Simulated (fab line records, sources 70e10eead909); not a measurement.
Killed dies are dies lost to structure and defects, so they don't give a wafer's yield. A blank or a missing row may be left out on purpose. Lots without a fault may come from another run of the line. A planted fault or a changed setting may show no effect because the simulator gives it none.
Which tool did it? | flow nand_harc | 15 lots, 45 wafers sampled, at 4 steps of a route of 1302

WHAT THE GAUGES READ, wafer by wafer
The record holds no reading of a measuring or inspecting step that can be judged against a usual standard deviation.

WHICH TOOL RAN EACH LOT (tool, then ch and the chambers of the sampled wafers, then the start)
lot  | NHARC_A_CONTACT_ETCH_49                       | NHARC_A_CONTACT_ETCH_111             | NHARC_A_CONTACT_ETCH_114             | NHARC_A_CONTACT_ETCH_123
L199 | rie_diel-05 ch 1,2, day 22 02:19              | har_cap_etch-02 ch 0,1, day 22 04:55 | har_cap_etch-02 ch 0,1, day 22 05:26 | har_cap_etch-02 ch 0,1, day 22 07:06
L206 | rie_diel-02 ch 0,1,2, day 24 18:56 or earlier | har_cap_etch-01 ch 0,1, day 24 18:56 | har_cap_etch-01 ch 0,1, day 24 19:28 | har_cap_etch-01 ch 0,1, day 24 21:04
L208 | rie_diel-13 ch 1,2,3, day 25 04:49 or earlier | har_cap_etch-03 ch 1, day 25 04:49   | har_cap_etch-03 ch 1, day 25 05:22   | har_cap_etch-03 ch 1, day 25 06:55
L210 | rie_diel-05 ch 0,2,3, day 26 12:20 or earlier | har_cap_etch-03 ch 0,1, day 26 12:20 | har_cap_etch-03 ch 0,1, day 26 12:53 | har_cap_etch-03 ch 0,1, day 26 14:25
L209 | rie_diel-13 ch 1,2,3, day 26 12:50 or earlier | har_cap_etch-01 ch 0,1, day 26 12:50 | har_cap_etch-01 ch 0,1, day 26 13:23 | har_cap_etch-01 ch 0,1, day 26 14:55
L211 | rie_diel-13 ch 1,3, day 26 16:56 or earlier   | har_cap_etch-02 ch 0,1, day 26 16:56 | har_cap_etch-02 ch 0,1, day 26 17:28 | har_cap_etch-02 ch 0,1, day 27 02:04
L215 | rie_diel-13 ch 1,3, day 28 06:50 or earlier   | har_cap_etch-01 ch 0,1, day 28 06:50 | har_cap_etch-01 ch 0,1, day 28 07:22 | har_cap_etch-01 ch 0,1, day 28 08:54
L213 | rie_diel-13 ch 1,3, day 28 11:45 or earlier   | har_cap_etch-03 ch 0,1, day 28 11:45 | har_cap_etch-03 ch 0,1, day 28 12:28 | har_cap_etch-03 ch 0,1, day 28 14:31
L214 | rie_diel-02 ch 1,2,3, day 28 15:34 or earlier | har_cap_etch-01 ch 0,1, day 28 15:34 | har_cap_etch-01 ch 0,1, day 28 16:06 | har_cap_etch-01 ch 0,1, day 28 17:38
L217 | rie_diel-02 ch 1,2, day 29 10:28 or earlier   | har_cap_etch-03 ch 0,1, day 29 10:28 | har_cap_etch-03 ch 0,1, day 29 11:00 | har_cap_etch-03 ch 0,1, day 29 12:40
L218 | rie_diel-05 ch 0,1, day 29 14:14 or earlier   | har_cap_etch-02 ch 0,1, day 29 14:14 | har_cap_etch-02 ch 0,1, day 29 14:46 | har_cap_etch-02 ch 0,1, day 29 16:26
L219 | rie_diel-02 ch 0,2,3, day 29 14:11 or earlier | har_cap_etch-01 ch 0,1, day 29 14:11 | har_cap_etch-01 ch 0,1, day 29 14:43 | har_cap_etch-01 ch 0,1, day 29 16:16
L221 | rie_diel-02 ch 2,3, day 29 20:13 or earlier   | har_cap_etch-03 ch 0,1, day 29 20:13 | har_cap_etch-03 ch 0,1, day 29 20:45 | har_cap_etch-03 ch 0,1, day 29 22:17
L220 | rie_diel-02 ch 0,3, day 29 23:41 or earlier   | har_cap_etch-02 ch 0,1, day 29 23:41 | har_cap_etch-02 ch 0,1, day 30 00:13 | har_cap_etch-02 ch 0,1, day 30 01:49
L222 | rie_diel-13 ch 0,1,2, day 31 06:58 or earlier | har_cap_etch-02 ch 0,1, day 31 06:58 | har_cap_etch-02 ch 0,1, day 31 07:29 | har_cap_etch-02 ch 0,1, day 31 09:08
- NHARC_A_CONTACT_ETCH_49: etches the open film in N2/H2, target depth 260 nm, time 475.3 s.
- NHARC_A_CONTACT_ETCH_111: etches the open film in C4F8/O2/Ar, time 140 s, target depth 700 nm.
- NHARC_A_CONTACT_ETCH_114: etches the open film in C4F8/O2/Ar, time 190 s, target depth 1850 nm.
- NHARC_A_CONTACT_ETCH_123: etches the open film in C4F8/O2/Ar, time 490 s, target depth 2110 nm.

WHAT THE TOOLS THEMSELVES READ (means of the sampled wafers that have a number; where no wafer has one, the mark that the record gives instead)
NHARC_A_CONTACT_ETCH_49.
lot  | tool        | bias_w (W) | chamber_pressure_mTorr (mTorr) | drypump_motor_current_A (A) | n2_flow_sccm (sccm) | oes_product_au (a.u.) | rf_vpp_V (V) | showerhead_plenum_p_Torr (Torr) | throttle_valve_pct (%)
L199 | rie_diel-05 | 150.2      | 30.004                         | 5.5                         | 150.0               | 0.994                 | 430.2        | 2.04                            | 14.179
L206 | rie_diel-02 | 149.9      | 30.004                         | 5.6                         | 149.7               | 0.993                 | 432.1        | 2.10                            | 14.167
L208 | rie_diel-13 | 150.1      | 30.008                         | 5.7                         | 149.6               | 1.001                 | 432.1        | 2.10                            | 14.171
L210 | rie_diel-05 | 150.3      | 30.009                         | 5.5                         | 149.9               | 1.002                 | 431.3        | 2.08                            | 14.168
L209 | rie_diel-13 | 150.3      | 30.004                         | 5.8                         | 150.1               | 1.007                 | 432.3        | 2.10                            | 14.173
L211 | rie_diel-13 | 150.2      | 29.997                         | 5.8                         | 149.8               | 0.996                 | 430.8        | 2.08                            | 14.174
L215 | rie_diel-13 | 149.9      | 29.968                         | 5.8                         | 150.4               | 1.004                 | 432.0        | 2.08                            | 14.172
L213 | rie_diel-13 | 149.7      | 29.996                         | 5.5                         | 149.9               | 1.000                 | 431.3        | 2.08                            | 14.170
L214 | rie_diel-02 | 150.1      | 30.012                         | 5.6                         | 150.0               | 0.993                 | 430.3        | 2.04                            | 14.169
L217 | rie_diel-02 | 150.0      | 29.982                         | 5.8                         | 150.3               | 0.986                 | 430.1        | 2.07                            | 14.174
L218 | rie_diel-05 | 149.9      | 29.984                         | 4.7                         | 150.0               | 1.001                 | 431.2        | 2.04                            | 14.169
L219 | rie_diel-02 | 149.6      | 30.003                         | 5.2                         | 150.6               | 0.992                 | 429.8        | 2.02                            | 14.170
L221 | rie_diel-02 | 149.9      | 29.966                         | 5.3                         | 150.4               | 0.997                 | 428.5        | 1.97                            | 14.167
L220 | rie_diel-02 | 150.1      | 29.981                         | 5.0                         | 150.6               | 0.999                 | 431.4        | 2.04                            | 14.164
L222 | rie_diel-13 | 149.9      | 29.990                         | 6.0                         | 149.8               | 0.998                 | 431.8        | 2.07                            | 14.175

NHARC_A_CONTACT_ETCH_111.
lot  | tool            | chamber_pressure_mTorr (mTorr) | oes_air_line_au (a.u.)
L199 | har_cap_etch-02 | 20.012                         | 0.983
L206 | har_cap_etch-01 | 19.989                         | 0.989
L208 | har_cap_etch-03 | 19.999                         | 0.986
L210 | har_cap_etch-03 | 19.999                         | 0.992
L209 | har_cap_etch-01 | 19.991                         | 1.019
L211 | har_cap_etch-02 | 20.001                         | 1.001
L215 | har_cap_etch-01 | 19.987                         | 0.984
L213 | har_cap_etch-03 | 20.001                         | 1.000
L214 | har_cap_etch-01 | 20.016                         | 0.990
L217 | har_cap_etch-03 | 20.028                         | 1.001
L218 | har_cap_etch-02 | 19.994                         | 1.003
L219 | har_cap_etch-01 | 19.995                         | 1.005
L221 | har_cap_etch-03 | 20.003                         | 0.993
L220 | har_cap_etch-02 | 19.996                         | 1.013
L222 | har_cap_etch-02 | 20.012                         | 1.000

NHARC_A_CONTACT_ETCH_114.
lot  | tool            | chamber_pressure_mTorr (mTorr) | oes_air_line_au (a.u.)
L199 | har_cap_etch-02 | 19.995                         | 0.989
L206 | har_cap_etch-01 | 19.995                         | 1.008
L208 | har_cap_etch-03 | 20.006                         | 1.018
L210 | har_cap_etch-03 | 19.986                         | 1.011
L209 | har_cap_etch-01 | 20.019                         | 0.980
L211 | har_cap_etch-02 | 20.020                         | 0.993
L215 | har_cap_etch-01 | 19.984                         | 0.978
L213 | har_cap_etch-03 | 20.010                         | 1.003
L214 | har_cap_etch-01 | 20.006                         | 1.012
L217 | har_cap_etch-03 | 20.006                         | 1.005
L218 | har_cap_etch-02 | 20.007                         | 1.008
L219 | har_cap_etch-01 | 19.988                         | 0.996
L221 | har_cap_etch-03 | 19.992                         | 0.985
L220 | har_cap_etch-02 | 20.002                         | 0.975
L222 | har_cap_etch-02 | 19.989                         | 1.001

NHARC_A_CONTACT_ETCH_123.
lot  | tool            | chamber_pressure_mTorr (mTorr) | oes_air_line_au (a.u.)
L199 | har_cap_etch-02 | 20.000                         | 0.993
L206 | har_cap_etch-01 | -                              | -
L208 | har_cap_etch-03 | -                              | -
L210 | har_cap_etch-03 | -                              | -
L209 | har_cap_etch-01 | 19.997                         | 1.011
L211 | har_cap_etch-02 | 19.982                         | 1.011
L215 | har_cap_etch-01 | 20.024                         | 1.007
L213 | har_cap_etch-03 | 19.991                         | 1.003
L214 | har_cap_etch-01 | 19.997                         | 1.011
L217 | har_cap_etch-03 | 19.988                         | 0.994
L218 | har_cap_etch-02 | 19.997                         | 1.011
L219 | har_cap_etch-01 | 20.009                         | 1.014
L221 | har_cap_etch-03 | 19.992                         | 0.993
L220 | har_cap_etch-02 | 19.986                         | 1.000
L222 | har_cap_etch-02 | 19.978                         | 1.019

THE ANSWER, worked out from the rows above alone
Rule: what is usual is taken from the lots themselves. Put in order of their means at a reading, lots are off if they are a third of the lots or fewer, leave a main group of 4 or more, and stand apart from it by a gap of 3 or more times the standard deviation of the main group's means; of several such gaps the widest counts. A main group whose means are all the same, to the digits that the tables above print for the reading, isn't used. A lot without any number at a reading at which 4 lots or more have one is off too. The other lots that the step has rows for count as sound. The gauges are gone through in route order, then the tools' own readings, and for those a lot's mean is taken as printed above. The first step at which some lot is off is used, and at that step the reading that is off furthest; a lot without a number counts as furthest.
Off: L206, L208, L210, at NHARC_A_CONTACT_ETCH_123 (chamber_pressure_mTorr). Without a number there: L206, L208, L210. The main group: mean 19.995 mTorr, standard deviation 0.012.
A tool fits if, at that step or a process step before it, it ran every lot that is off, and no sound lot after the first of them. NHARC_A_CONTACT_ETCH_49 gives no start for some lots, so the hours and the order of its lots are those of NHARC_A_CONTACT_ETCH_111. None of those tried fits.

WHAT THE SIMULATOR HAD PUT IN
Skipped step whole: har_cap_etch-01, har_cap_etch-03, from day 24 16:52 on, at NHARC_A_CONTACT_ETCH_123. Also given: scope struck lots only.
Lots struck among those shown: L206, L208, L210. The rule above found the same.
